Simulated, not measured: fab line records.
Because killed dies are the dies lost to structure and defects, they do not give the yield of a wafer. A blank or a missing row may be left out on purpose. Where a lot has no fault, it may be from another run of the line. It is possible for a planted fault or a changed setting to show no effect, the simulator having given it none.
Comparing a struck lot with a sound one    flow n5-finfet    15 out of 1938 route steps
Sound: these wafers, L423.2, L423.4, L423.6. Wafers L439.3, L439.4, L439.6 were the ones struck. The cause comes at the end.
For every step that has rows: the tool of each side, followed by ch and its chambers, followed by its first start. Under that, the readings that differ: sound wafers    struck wafers    difference of the means    sigmas: that difference in standard deviations of wafers without a fault.
alike: same words and numbers on both sides, and readings whose means sit less than 2 such deviations apart. not compared: any withheld reading, any reading some wafer has no value for, any bound like >300 that may hide the same value, and any number with overlapping values for which the record gives no deviation.
Wherever a step has rows on one side only, a row that says differs or no value, or a row with sigmas, the two part there. Numbers that don't overlap but have no deviation are shown without sigmas and don't part them. A reading missing from all wafers of one side parts the sides only when that side holds two or more wafers.

first, 7 steps without rows for these wafers: N5_BEOL_M8_COAT_71 (time 60 s, resist thk 5 nm); N5_BEOL_M8_COAT_22 (resist thk 30 nm); N5_BEOL_M8_EBR_24; N5_BEOL_M8_SOFTBAKE_23 (time 60 s); N5_BEOL_M8_EXPOSE_25 (exposes mask V7, target cd 40 nm); N5_BEOL_M8_PEB_26 (peb time 60 s); N5_BEOL_M8_DEVELOP_27 (develop time 30 s).
N5_BEOL_M8_CD_MEAS_28: the cd target is 40 nm.
  sound on cd-sem-02 ch 0, day 10 00:40; struck on cd-sem-02 ch 0, day 14 02:34
  alike: cd-nm
N5_BEOL_M8_OVL_MEAS_29:
  sound on overlay-02 ch 0, day 10 00:43; struck on overlay-01 ch 0, day 14 02:36
  alike: V7_OVL
N5_BEOL_M8_INSPECT_30: inspects for defects (brightfield).
  sound on defect-inspect-02 at day 10 00:46; struck on defect-inspect-01 at day 14 02:38
  alike: raw-defect-count
N5_BEOL_M8_DESCUM_33: chemistry O2, time 7 s.
  sound on rie-diel-01 ch 0,1,2, day 10 00:58; struck on rie-diel-02 ch 0,1,2, day 14 02:56
  alike: drypump-motor-current-A, oes-product-au, rf-fwd-power-W, rf-vpp-V, showerhead-plenum-p-Torr, throttle-valve-pct
  not compared: rf-hours-counter-h
N5_BEOL_M8_ETCH_72: etches underlayer in N2/H2, target depth 6.5 nm, time 5.2 s.
  sound on rie-diel-01 ch 0,1,2, day 10 01:00; struck on rie-diel-02 ch 0,1,2, day 14 02:58
  alike: drypump-motor-current-A, etch-rf-on-time-s, oes-product-au, rf-fwd-power-W, rf-vpp-V, showerhead-plenum-p-Torr, throttle-valve-pct
  not compared: rf-hours-counter-h
N5_BEOL_M8_ETCH_65: etches SiARC in CF4, target depth 15.6 nm, time 26 s.
  sound on rie-diel-01 ch 0,1,2, day 10 01:01; struck on rie-diel-02 ch 0,1,2, day 14 02:59
reading                sound              struck             difference  sigmas
etch-rf-on-time-s (s)  26.4 25.9 26.4     20.8 21.3 20.6     -5.3        -8
rf-fwd-power-W (W)     529.6 530.5 532.2  664.4 662.9 662.9  +132.6      +78
rf-vpp-V (V)           182.6 183.7 183.5  171.6 170.3 171.7  -12.1       -10
  alike: drypump-motor-current-A, oes-product-au, showerhead-plenum-p-Torr, throttle-valve-pct
  not compared: rf-hours-counter-h
N5_BEOL_M8_ETCH_66: etches SOC in N2/H2, target depth 80 nm, overetch 16 nm, time 120 s.
  sound on rie-diel-01 ch 0,1,2, day 10 01:02; struck on rie-diel-02 ch 0,1,2, day 14 03:01
  alike: drypump-motor-current-A, oes-product-au, rf-fwd-power-W, rf-vpp-V, showerhead-plenum-p-Torr, throttle-valve-pct
  not compared: rf-hours-counter-h
-- here the record skips 3 days between the struck wafers' starts before and after, leaving off in module BEOL_M8 and picking up in module PASSIVATION (first step shown: number 1936 of the route) --
N5_PASSIVATION_PROBE_49:
  sound on prober-01 at day 12 23:05; struck on prober-02 at day 17 08:43
  alike: defect-limited-yield, killed_at_M0_to_M3, killed_at_M4_up, killed-at-contacts, killed-at-front-end, killed-at-other, killed-dies, killed-open, killed-short, sort_bin_4_leakage, sort_bin_5_function, sort_bin_6_memory, sort-n-pass, sort-yield-pct

## WHERE THEY PART
N5_BEOL_M8_ETCH_65 only, going by this record. Later steps at which nothing parts them and some readings are alike: N5_BEOL_M8_ETCH_66, N5_PASSIVATION_PROBE_49.

WHY: what had been put in by the simulator
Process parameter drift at N5_BEOL_M8_ETCH_65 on rie-diel-02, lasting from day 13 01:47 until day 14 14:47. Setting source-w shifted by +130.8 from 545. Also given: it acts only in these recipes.
